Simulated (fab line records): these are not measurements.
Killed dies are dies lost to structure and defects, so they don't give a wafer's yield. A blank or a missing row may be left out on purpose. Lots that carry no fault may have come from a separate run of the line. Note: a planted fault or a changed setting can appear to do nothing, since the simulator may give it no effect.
fab line records	flow n5Finfet
record lots=10	wafers=30	lastDay=19
route steps=1938 shown BEOL_M14@1764 PASS1_CAP@1874 TV_OPEN@1887 PASSIVATION@1936
lots with no fault: from the same line, run without faults
startH: hours from the record's first day to the start of the lot's first wafer shown	waitH: hours from the lot's prior step to this one	" the same as in the row above	L1.1+2: one row covering several wafers at once	- no value, or no start was given	* or withheld: withheld	< > ~ a bound
route shown NAME@n: a module of which the file shows steps, and the number in the route of the first	usual: the fault-free wafers' mean and standard deviation	same: alike in all rows	chamber/n: place in a boat	sites: per-site readings	_std_site: the standard deviation of these	_edge_site: mean of outer sites minus mean of inner sites	radiusMm: how far each site lies from the wafer's centre	mask NAME#n: copy n	behind: tool/chamber where the wafer was last shaped	hold: why the lot was held/for how many hours/how that ended	device: the n, p or np transistor that did not switch	end of line: at the end of the route, the tests of the same wafers	where a step has no rows: the recipe by itself	killed: the dies lost at the first sort to structure and to defects; this is not the yield of the wafer	map: shows each die of a wafer: x if killed, . if not, _ if none is there
set.NAME: the setting as run; set.NAME@STEP: as run at that earlier step	model.NAME: the simulator's own value behind a step, which no gauge read
the route's steps for a sample of lots (tables are steps, rows are wafers)
services: the hour from which a tool's chamber was out of use, counted from the record's first day as startH (under 0 if before that day), plus the number of hours and why
## steps
# step N5_BEOL_M14_SPUTTER_45
# recipe material=Cu	targetThkA=1000	tempC=-20	biasV=60	powerW=26000	chamberPressurePa=0.13	timeS=16.67
# usual throttleValvePct=29.4/1.1
lot.wafer	tool	chamber	startH	waitH	throttleValvePct
L705.2	pvdSputter-02	-	277.12	0.0	26.7
L705.3	"	-	"	"	30.3
L705.5	"	-	"	"	27.0
L711.4	pvdSputter-03	-	318.06	0.0	29.9
L711.5	"	-	"	"	30.3
L711.6	"	-	"	"	29.4
L710.3	pvdSputter-02	-	326.19	0.0	26.7
L710.4	"	-	"	"	30.2
L710.5	"	-	"	"	30.4
L715.1	pvdSputter-02	-	326.51	0.0	28.7
L715.2	"	-	"	"	30.4
L715.6	"	-	"	"	28.3
L718.1	pvdSputter-01	-	367.28	0.0	30.1
L718.3	"	-	"	"	29.1
L718.5	"	-	"	"	29.0
L724.2	pvdSputter-03	-	410.14	0.0	29.9
L724.3	"	-	"	"	29.4
L724.4	"	-	"	"	29.3
L723.1	pvdSputter-01	-	413.95	0.0	30.2
L723.2	"	-	"	"	30.4
L723.4	"	-	"	"	28.7
L727.2	pvdSputter-02	-	425.54	0.0	28.3
L727.4	"	-	"	"	27.1
L727.6	"	-	"	"	28.5
L726.2	pvdSputter-01	-	425.54	0.0	29.1
L726.3	"	-	"	"	28.6
L726.5	"	-	"	"	29.1
L725.3	pvdSputter-03	-	425.76	0.0	29.4
L725.4	"	-	"	"	29.1
L725.5	"	-	"	"	30.0
# step N5_PASSIVATION_PECVD_01
# recipe material=SiNx	targetThkA=2000	tempC=400	precursor=SiH4/NH3/N2	pressureTorr=4.9	rfW=1406	timeS=43.2
# usual heaterPowerW=405/99	showerheadPlenumPTorr=8.67/0.042	throttleValvePct=29.6/1.6
lot.wafer	tool	chamber	startH	waitH	heaterPowerW	showerheadPlenumPTorr	throttleValvePct
L705.2	pecvd-02	0	290.47	0.0	253	8.65	30.0
L705.3	"	1	"	"	384	8.67	28.1
L705.5	"	1	"	"	381	8.68	28.4
L711.4	pecvd-01	1	330.88	0.0	411	8.72	32.8
L711.5	"	0	"	"	418	8.64	28.0
L711.6	"	2	"	"	509	8.67	29.0
L710.3	pecvd-01	2	338.91	0.0	530	8.67	29.0
L710.4	"	1	"	"	509	8.74	32.8
L710.5	"	2	"	"	536	8.69	28.6
L715.1	pecvd-01	0	339.09	0.0	445	8.61	28.0
L715.2	"	2	"	"	414	8.65	28.9
L715.6	"	2	"	"	429	8.67	28.9
L718.1	pecvd-03	0	382.80	0.0	224	8.64	29.2
L718.3	"	1	"	"	451	8.68	31.1
L718.5	"	2	"	"	530	8.71	29.0
L724.2	pecvd-02	1	424.50	0.0	371	8.68	28.5
L724.3	"	2	"	"	431	8.62	28.9
L724.4	"	2	"	"	454	8.60	28.7
L723.1	pecvd-03	0	424.78	0.0	297	8.65	28.9
L723.2	"	2	"	"	473	8.71	28.8
L723.4	"	2	"	"	475	8.71	29.0
L727.2	pecvd-02	1	442.73	0.0	338	8.66	28.6
L727.4	"	0	"	"	187	8.64	30.6
L727.6	"	2	"	"	397	8.63	28.6
L726.2	pecvd-02	2	443.17	0.0	424	8.58	28.6
L726.3	"	0	"	"	180	8.64	30.3
L726.5	"	2	"	"	435	8.61	28.7
L725.3	pecvd-01	1	443.97	0.0	465	8.72	32.9
L725.4	"	1	"	"	478	8.74	33.2
L725.5	"	2	"	"	543	8.67	29.4
# step N5_PASSIVATION_PASS_ETCH_74
# recipe chemistry=CF4/O2	target=SiNx	targetDepthA=2200	timeS=110	ionEnergyEv=100	pressureMtorr=40	sourceW=535	biasW=49	Ar_flow_sccm=100	cf4FlowSccm=100	O2_flow_sccm=10
# usual chamberPressureMTorr=40.00/0.039	drypumpMotorCurrentA=6.1/0.5	oes_ar_750_au=0.79/0.098	oesProductAu=0.79/0.11	rfVppV=241/4.6	showerheadPlenumPTorr=2.19/0.069	throttleValvePct=15.99/0.25
lot.wafer	tool	chamber	startH	waitH	chamberPressureMTorr	drypumpMotorCurrentA	oes_ar_750_au	oesProductAu	rfHoursCounterH	rfVppV	showerheadPlenumPTorr	throttleValvePct
L705.2	rieDiel-05	0	291.27	0.0	40.01	6.0	0.85	0.86	42	244	2.25	15.62
L705.3	"	3	"	"	40.00	5.2	0.72	0.71	230	238	2.19	16.20
L705.5	"	2	"	"	39.99	6.7	0.92	0.93	-	233	2.18	15.66
L711.4	rieDiel-06	1	331.75	0.0	39.95	5.8	0.72	0.72	183	245	2.10	15.80
L711.5	"	1	"	"	40.04	5.8	0.72	0.73	-	245	2.10	15.79
L711.6	"	2	"	"	40.00	6.7	0.97	1.00	-	247	2.36	15.91
L710.3	rieDiel-05	0	339.67	0.0	39.99	6.0	0.83	0.86	55	243	2.24	15.64
L710.4	"	1	"	"	40.06	5.7	0.68	0.66	250	244	2.09	16.38
L710.5	"	0	"	"	39.92	5.9	0.83	0.85	-	244	2.24	15.65
L715.1	rieDiel-02	3	339.84	0.0	40.04	6.5	0.75	0.74	159	237	2.10	16.17
L715.2	"	0	"	"	39.91	6.6	0.71	0.71	197	247	2.18	16.29
L715.6	"	2	"	"	39.98	5.8	0.98	1.00	-	236	2.16	15.74
L718.1	rieDiel-02	3	385.31	0.0	39.99	6.5	0.73	0.73	173	234	2.10	16.19
L718.3	"	1	"	"	39.95	5.7	0.67	0.66	233	242	2.26	16.12
L718.5	"	0	"	"	40.08	6.5	0.71	0.70	-	247	2.17	16.30
L724.2	rieDiel-05	1	425.23	0.0	39.97	5.7	0.96	0.98	1	246	2.35	15.91
L724.3	"	0	"	"	39.99	5.9	0.79	0.81	89	242	2.23	15.71
L724.4	"	3	"	"	39.96	5.2	0.93	0.93	21	239	2.18	15.82
L723.1	rieDiel-02	0	428.98	0.0	39.99	6.5	0.70	0.68	224	248	2.17	16.33
L723.2	"	2	"	"	40.01	5.9	0.92	0.92	30	235	2.15	15.80
L723.4	"	1	"	"	39.98	5.7	0.66	0.64	246	242	2.25	16.16
L727.2	rieDiel-05	2	443.27	0.0	39.98	6.7	0.84	0.86	45	234	2.17	15.71
L727.4	"	0	"	"	40.01	6.0	0.79	0.81	95	243	2.23	15.74
L727.6	"	3	"	"	40.00	5.2	0.91	0.91	-	238	2.18	15.82
L726.2	rieDiel-05	0	448.89	0.0	39.98	6.0	0.78	0.80	97	244	2.23	15.73
L726.3	"	2	"	"	40.01	6.8	0.84	0.86	46	236	2.17	15.72
L726.5	"	1	"	"	39.97	5.7	0.93	0.94	-	246	2.35	15.93
L725.3	rieDiel-02	3	448.92	0.0	39.96	6.5	0.73	0.72	190	236	2.09	16.24
L725.4	"	0	"	"	39.98	6.5	0.69	0.69	-	247	2.17	16.34
L725.5	"	2	"	"	40.04	5.9	0.91	0.92	-	237	2.15	15.79
# step N5_PASSIVATION_STRIP_14
# recipe chemistry=O2	powerW=600	tempC=60	pressureMtorr=30	rfFrequencyHz=6e+07	biasPowerW=0	overashFraction=0.5	o2FlowSccm=225
# usual chamberPressureMTorr=30.00/0.05	drypumpMotorCurrentA=6.0/0.49	oesProductAu=0.79/0.11	rfVppV=3.7/0.86	showerheadPlenumPTorr=2.08/0.068	throttleValvePct=16.67/0.28
lot.wafer	tool	chamber	startH	waitH	chamberPressureMTorr	drypumpMotorCurrentA	oesProductAu	rfHoursCounterH	rfVppV	showerheadPlenumPTorr	throttleValvePct
L705.2	rieDiel-05	0	291.56	0.1	30.03	6.0	0.86	42	3.1	2.13	16.22
L705.3	"	3	"	"	29.90	5.2	0.70	231	4.7	2.07	16.82
L705.5	"	2	"	"	29.96	6.7	0.95	-	3.1	2.07	16.34
L711.4	rieDiel-06	1	332.04	0.1	30.08	5.8	0.73	183	2.7	2.01	16.54
L711.5	"	1	"	"	30.05	5.8	0.73	-	2.8	2.01	16.56
L711.6	"	2	"	"	30.04	6.7	0.97	-	4.5	2.25	16.59
L710.3	rieDiel-05	0	339.96	0.1	29.93	6.0	0.85	55	3.7	2.13	16.26
L710.4	"	1	"	"	29.97	5.7	0.66	250	3.5	1.97	16.98
L710.5	"	0	"	"	29.99	6.0	0.85	-	2.9	2.13	16.28
L715.1	rieDiel-02	3	340.13	0.1	30.12	6.5	0.74	159	3.7	2.01	16.91
L715.2	"	0	"	"	30.02	6.5	0.71	198	4.2	2.08	17.03
L715.6	"	2	"	"	30.01	5.8	0.96	-	4.2	2.05	16.46
L718.1	rieDiel-02	3	385.60	0.1	30.07	6.5	0.74	173	3.0	2.00	16.94
L718.3	"	1	"	"	29.92	5.7	0.67	233	3.0	2.16	16.81
L718.5	"	0	"	"	29.94	6.5	0.69	-	3.7	2.08	17.04
L724.2	rieDiel-05	3	425.52	0.1	29.90	5.2	0.92	22	3.0	2.06	16.43
L724.3	"	1	"	"	30.01	5.7	0.98	2	2.7	2.23	16.55
L724.4	"	3	"	"	30.05	5.2	0.90	-	4.3	2.06	16.44
L723.1	rieDiel-02	0	429.27	0.1	29.99	6.5	0.68	224	4.5	2.07	17.09
L723.2	"	2	"	"	30.11	5.9	0.93	30	4.9	2.05	16.46
L723.4	"	1	"	"	29.99	5.7	0.65	247	4.2	2.15	16.84
L727.2	rieDiel-05	2	443.56	0.1	29.94	6.8	0.87	45	3.7	2.06	16.38
L727.4	"	0	"	"	29.98	5.9	0.81	96	4.3	2.11	16.33
L727.6	"	3	"	"	30.04	5.2	0.91	-	4.2	2.06	16.44
L726.2	rieDiel-05	0	449.17	0.1	30.02	5.9	0.80	97	3.4	2.11	16.34
L726.3	"	2	"	"	30.00	6.7	0.87	47	3.6	2.06	16.40
L726.5	"	1	"	"	30.08	5.7	0.94	-	3.3	2.23	16.56
L725.3	rieDiel-02	3	449.21	0.1	29.89	6.5	0.72	190	3.9	2.00	16.98
L725.4	"	0	"	"	30.20	6.6	0.68	-	4.1	2.07	17.10
L725.5	"	2	"	"	30.00	5.8	0.90	-	3.5	2.04	16.49
# step N5_PASSIVATION_PROBE_49
# usual defectLimitedYield=91.3/1.4	killed_at_M0_to_M3=33/11	killed_at_M4_up=15/6.2	killedAtContacts=13/6.5	killedAtFrontEnd=38/11	killedAtOther=3.4/2.6	killedDies=102/17	killedOnRim=13/4.1	killedOpen=67/12	killedShort=34/7.9	sort_bin_4_leakage=0.00/0.022	sort_bin_5_function=5.1/0.88	sort_bin_6_memory=3.3/0.65	sortNPass=1078/17	sortYieldPct=91.3/1.4
# same grossDies=1180	killedAtBackSide=0	sort_bin_8_speed[%]=0
lot.wafer	tool	chamber	startH	waitH	defectLimitedYield[%]	killed_at_M0_to_M3	killed_at_M4_up	killedAtContacts	killedAtFrontEnd	killedAtOther	killedDies	killedOnRim	killedOpen	killedShort	sort_bin_4_leakage[%]	sort_bin_5_function[%]	sort_bin_6_memory[%]	sortNPass	sortYieldPct[%]
L705.2	prober-02	-	297.64	0.1	92.2	34	4	10	43	1	92	12	65	27	0	4.8	3.0	1088	92.2
L705.3	prober-02	-	297.69	0.1	92.5	34	3	12	37	3	89	15	48	36	0	4.2	2.7	1091	92.5
L705.5	prober-02	-	297.79	0.2	90.5	46	14	21	29	2	112	5	73	39	0	5.7	3.7	1068	90.5
L711.4	prober-01	-	339.08	0.5	92.4	25	14	22	28	1	90	9	59	27	0	4.4	3.1	1090	92.4
L711.5	prober-01	-	339.13	0.6	91.9	43	7	8	34	3	95	13	58	36	0	4.7	3.0	1085	91.9
L711.6	prober-01	-	339.18	0.6	90.6	43	4	17	45	2	111	17	71	40	0	5.0	4.4	1069	90.6
L715.1	prober-02	-	346.66	0.0	91.6	48	15	13	22	1	99	14	66	33	0	4.7	3.2	1081	91.6
L715.2	prober-02	-	346.71	0.1	91.2	40	23	7	32	2	104	14	65	39	0	5.3	3.3	1076	91.2
L715.6	prober-02	-	346.91	0.3	88.4	24	53	16	43	1	137	26	81	32	0	6.3	5.0	1043	88.4
L718.1	prober-01	-	391.87	0.0	93.2	25	13	8	33	1	80	7	57	23	0	3.6	3.0	1100	93.2
L723.1	prober-02	-	435.84	0.0	91.5	26	12	16	42	4	100	10	72	28	0	4.7	3.6	1080	91.5
L723.2	prober-02	-	435.89	0.1	89.2	39	10	19	55	5	128	13	73	45	0	5.9	4.2	1052	89.2
L723.4	prober-02	-	435.99	0.2	91.5	33	5	17	44	1	100	12	63	31	0	4.7	3.2	1080	91.5
L727.2	prober-01	-	449.98	0.1	90.9	34	16	8	43	6	107	13	74	33	0	5.1	3.8	1073	90.9
L727.4	prober-01	-	450.08	0.2	91.0	42	14	18	29	3	106	9	72	34	0	4.7	4.1	1074	91.0
L727.6	prober-01	-	450.18	0.3	90.7	32	25	5	39	9	110	14	67	43	0	6.0	3.1	1070	90.7
L725.3	prober-02	-	455.84	0.1	94.4	27	9	6	22	2	66	6	41	25	0	3.1	2.5	1114	94.4
L725.4	prober-02	-	455.89	0.2	93.6	26	14	4	31	1	76	5	52	24	0	3.7	2.6	1104	93.6
L725.5	prober-02	-	455.94	0.2	93.7	24	22	6	22	0	74	8	43	31	0	3.6	2.5	1106	93.7
# killed by level:class
L705.2 BEOL_M0_SAQP:geometricParticle:open=12 STI_FIN_REVEAL:geometricParticle:open=10 DUMMY_GATE:geometricParticle:open=8 BEOL_M0_SAQP:geometricParticle:short=8 MOL_CONTACT_COAG:geometricParticle:open=7 BEOL_M2:geometricParticle:open=7 GATE_CUT:geometricParticle:short=6 GATE_CUT:geometricParticle:open=6
L705.3 BEOL_M0_SAQP:geometricParticle:short=13 STI_FIN_REVEAL:geometricParticle:open=10 MOL_CONTACT_COAG:geometricParticle:open=9 BEOL_M0_SAQP:geometricParticle:open=8 GATE_CUT:geometricParticle:short=6 GATE_CUT:geometricParticle:open=4 BEOL_M3:geometricParticle:open=4 HKMG_FIN:areaEtch=4
L705.5 MOL_CONTACT_COAG:geometricParticle:open=18 BEOL_M2:geometricParticle:open=11 BEOL_M0_SAQP:geometricParticle:open=9 BEOL_M0_SAQP:geometricParticle:short=8 BEOL_M4:geometricParticle:open=7 FIN_SAQP:geometricParticle:short=6 DUMMY_GATE:geometricParticle:open=5 STI_FIN_REVEAL:geometricParticle:open=4
L711.4 MOL_CONTACT_COAG:geometricParticle:open=19 FIN_SAQP:geometricParticle:open=8 FIN_SAQP:geometricParticle:short=5 BEOL_M2:geometricParticle:open=5 BEOL_M0_SAQP:geometricParticle:short=4 DUMMY_GATE:geometricParticle:open=3 MOL_CONTACT_COAG:geometricParticle:short=3 BEOL_M0_SAQP:geometricParticle:open=3
L711.5 BEOL_M1:geometricParticle:open=12 BEOL_M2:geometricParticle:open=9 BEOL_M0_SAQP:geometricParticle:open=8 FIN_SAQP:geometricParticle:open=6 GATE_CUT:geometricParticle:short=6 MOL_CONTACT_COAG:geometricParticle:open=6 BEOL_M0_SAQP:geometricParticle:short=6 FIN_SAQP:geometricParticle:short=5
L711.6 FIN_SAQP:geometricParticle:open=14 FIN_SAQP:geometricParticle:short=14 MOL_CONTACT_COAG:geometricParticle:open=14 BEOL_M0_SAQP:geometricParticle:short=12 BEOL_M2:geometricParticle:open=12 BEOL_M0_SAQP:geometricParticle:open=8 STI_FIN_REVEAL:geometricParticle:open=6 BEOL_M1:geometricParticle:open=5
L715.1 BEOL_M3:geometricParticle:open=12 MOL_CONTACT_COAG:geometricParticle:open=11 BEOL_M1:geometricParticle:open=8 FIN_SAQP:geometricParticle:short=7 BEOL_M1:geometricParticle:short=6 BEOL_M4:geometricParticle:open=6 BEOL_M3:geometricParticle:short=5 FIN_SAQP:geometricParticle:open=4
L715.2 FIN_SAQP:geometricParticle:short=13 BEOL_M4:geometricParticle:open=11 BEOL_M0_SAQP:geometricParticle:open=7 BEOL_M3:geometricParticle:open=7 STI_FIN_REVEAL:geometricParticle:open=6 MOL_CONTACT_COAG:geometricParticle:open=6 BEOL_M0_SAQP:geometricParticle:short=5 BEOL_M2:geometricParticle:open=5
L715.6 BEOL_M14:interfaceVoidOpened=24 BEOL_M4:geometricParticle:open=19 MOL_CONTACT_COAG:geometricParticle:open=15 BEOL_M1:geometricParticle:open=9 FIN_SAQP:geometricParticle:short=8 FIN_SAQP:geometricParticle:open=7 DUMMY_GATE:geometricParticle:open=7 GATE_CUT:geometricParticle:short=6
L718.1 STI_FIN_REVEAL:geometricParticle:open=10 FIN_SAQP:geometricParticle:open=7 MOL_CONTACT_COAG:geometricParticle:open=7 BEOL_M1:geometricParticle:open=5 BEOL_M2:geometricParticle:open=5 BEOL_M0_SAQP:geometricParticle:short=4 BEOL_M3:geometricParticle:open=4 ILD0:geometricParticle:short=3
L723.1 FIN_SAQP:geometricParticle:open=13 MOL_CONTACT_COAG:geometricParticle:open=11 BEOL_M2:geometricParticle:open=10 BEOL_M4:geometricParticle:open=6 FIN_SAQP:geometricParticle:short=5 GATE_CUT:geometricParticle:short=5 GATE_CUT:geometricParticle:open=5 MOL_CONTACT_COAG:geometricParticle:short=5
L723.2 MOL_CONTACT_COAG:geometricParticle:open=16 FIN_SAQP:geometricParticle:short=13 FIN_SAQP:geometricParticle:open=9 GATE_CUT:geometricParticle:short=9 BEOL_M2:geometricParticle:open=9 BEOL_M3:geometricParticle:open=8 HKMG_FIN:areaEtch=8 BEOL_M1:geometricParticle:open=7
L723.4 MOL_CONTACT_COAG:geometricParticle:open=14 FIN_SAQP:geometricParticle:open=9 BEOL_M2:geometricParticle:open=7 STI_FIN_REVEAL:geometricParticle:open=6 BEOL_M0_SAQP:geometricParticle:short=6 FIN_SAQP:geometricParticle:short=5 BEOL_M0_SAQP:geometricParticle:open=5 BEOL_M0:geometricParticle:open=5
L727.2 FIN_SAQP:geometricParticle:short=11 BEOL_M2:geometricParticle:open=11 FIN_SAQP:geometricParticle:open=9 MOL_CONTACT_COAG:geometricParticle:open=7 BEOL_M4:geometricParticle:open=7 STI_FIN_REVEAL:geometricParticle:open=5 BEOL_M3:geometricParticle:open=5 BEOL_M1:geometricParticle:open=5
L727.4 MOL_CONTACT_COAG:geometricParticle:open=14 BEOL_M3:geometricParticle:open=13 DUMMY_GATE:geometricParticle:open=9 BEOL_M2:geometricParticle:open=7 BEOL_M1:geometricParticle:open=5 FIN_SAQP:geometricParticle:short=4 GATE_CUT:geometricParticle:short=4 MOL_CONTACT_COAG:geometricParticle:short=4
L727.6 DUMMY_GATE:geometricParticle:open=9 FIN_SAQP:geometricParticle:short=8 BEOL_M4:geometricParticle:open=8 BEOL_M2:geometricParticle:open=8 FIN_SAQP:geometricParticle:open=7 BEOL_M2:geometricParticle:short=6 GATE_CUT:geometricParticle:short=5 MOL_CONTACT_COAG:geometricParticle:open=5
L725.3 BEOL_M2:geometricParticle:open=7 GATE_CUT:geometricParticle:short=6 BEOL_M3:geometricParticle:open=6 BEOL_M1:geometricParticle:open=5 MOL_CONTACT_COAG:geometricParticle:open=4 FIN_SAQP:geometricParticle:open=3 BEOL_M0_SAQP:geometricParticle:short=3 BEOL_M4:geometricParticle:open=3
L725.4 BEOL_M1:geometricParticle:open=10 FIN_SAQP:geometricParticle:open=6 DUMMY_GATE:geometricParticle:open=6 STARTING-WAFER:geometricParticle:short=6 BEOL_M4:geometricParticle:open=4 BEOL_M3:geometricParticle:open=4 STARTING-WAFER:geometricParticle:open=4 DUMMY_GATE:geometricParticle:short=3
L725.5 BEOL_M4:geometricParticle:open=10 FIN_SAQP:geometricParticle:short=8 BEOL_M0_SAQP:geometricParticle:short=5 BEOL_M0_SAQP:geometricParticle:open=4 BEOL_M1:geometricParticle:open=4 BEOL_M3:geometricParticle:open=4 BEOL_M7:geometricParticle:open=4 GATE_CUT:geometricParticle:short=3
## services
tool	chamber	startH	hours	kind
pecvd-01	1	276.42	5.0	repair
pecvd-03	2	282.52	4.5	repair
pecvd-03	-	284.37	1.2	repair
rieDiel-02	2	299.96	-	clean
rieDiel-02	2	299.96	-	consumableReplace:focusRing
rieDiel-02	2	299.96	22.6	scheduledDown
rieDiel-02	2	299.96	22.6	ventCycle
rieDiel-06	1	319.92	6.7	repair
pecvd-01	-	350.02	2.8	repair
rieDiel-06	3	357.07	4.4	repair
rieDiel-05	3	357.31	-	clean
rieDiel-05	3	357.31	-	consumableReplace:focusRing
rieDiel-05	3	357.31	14.6	scheduledDown
rieDiel-05	3	357.31	14.6	ventCycle
rieDiel-05	2	361.93	29.1	repair
pvdSputter-01	-	370.77	4.7	repair
rieDiel-05	1	391.05	-	clean
rieDiel-05	1	391.05	-	consumableReplace:focusRing
rieDiel-05	1	391.05	-	consumableReplace:showerhead
rieDiel-05	1	391.05	27.9	scheduledDown
rieDiel-05	1	391.05	27.9	ventCycle
pecvd-01	1	425.97	6.5	repair
pvdSputter-01	-	435.16	11.8	repair
pecvd-03	1	440.81	14.0	repair
## key
firstSign step=N5_PASSIVATION_PROBE_49	reading=killed_at_M4_up	direction=up	sigmas=6.2	usual=15	struck=53
effect step=N5_PASSIVATION_PROBE_49	reading=killedOnRim	direction=up	sigmas=3.1	usual=13	struck=26
metAt N5_BEOL_M14_SPUTTER_45
struckLots L715
struckWafers L715.6
notActingAt N5_PASSIVATION_PECVD_01,N5_PASSIVATION_PASS_ETCH_74,N5_PASSIVATION_STRIP_14
onsetBetween 326.19 326.51
fault kind=processParameterDrift	tool=pvdSputter-02	chamber=-	onsetH=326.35	steps=N5_BEOL_M14_SPUTTER_45	channel=timeS	offset=*	shape=step	endH=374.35	scope=struckWafersOnly	actsIn=*	stated=*
